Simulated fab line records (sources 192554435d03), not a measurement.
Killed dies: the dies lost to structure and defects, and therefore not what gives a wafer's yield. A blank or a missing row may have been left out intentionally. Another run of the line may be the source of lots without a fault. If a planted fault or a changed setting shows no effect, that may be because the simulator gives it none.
Matching of chambers -- flow n5Finfet -- rieDiel-02 running N5_BEOL_M7_STRIP_19: 4 sister chambers
The step strips in O2. 8 wafers are shown with their chamber, then 9 later ones without.

== WAFERS PAIRED WITH THEIR CHAMBERS ==
wafer,chamber,showerheadPlenumPTorr (Torr),throttleValvePct (%)
L080.2,1,2.03,16.16
L089.1,1,2.03,16.22
L089.3,2,2.09,16.94
L089.4,0,2.14,16.45
L089.5,2,2.09,16.94
L090.1,3,2.00,17.18
L090.3,0,2.13,16.45
L090.5,3,1.99,17.16

== WAFERS WITH NO CHAMBER GIVEN ==
wafer,showerheadPlenumPTorr (Torr),throttleValvePct (%)
L093.2,2.03,16.24
L093.3,2.09,16.96
L093.5,2.03,16.23
L094.1,2.03,16.25
L094.5,1.99,17.19
L094.6,2.02,16.23
L097.2,2.02,16.26
L097.3,2.13,16.45
L097.5,2.26,16.71

== WHICH CHAMBER EACH ONE RAN IN ==
wafer,from the rows above,in truth
L093.2,1,1
L093.3,2,2
L093.5,1,1
L094.1,1,1
L094.5,3,3
L094.6,1,1
L097.2,1,1
L097.3,0,0
L097.5,0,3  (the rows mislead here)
8 of 9 placed correctly. Not placeable from these rows: 0. Placed wrongly: 1.
How it was worked out, from the rows above alone: a wafer's distance from a chamber is the root of the sum, over the readings, of the square of ((its reading less the chamber's mean) divided by the reading's scatter). The wafer belongs to the nearest chamber; if the next one is less than 2 further off, it can't be placed. A chamber's mean is the mean of its shown wafers. The scatter is the square root of a quotient: the sum, over the shown wafers, of each reading's squared deviation from its chamber's mean, divided by wafers minus chambers.
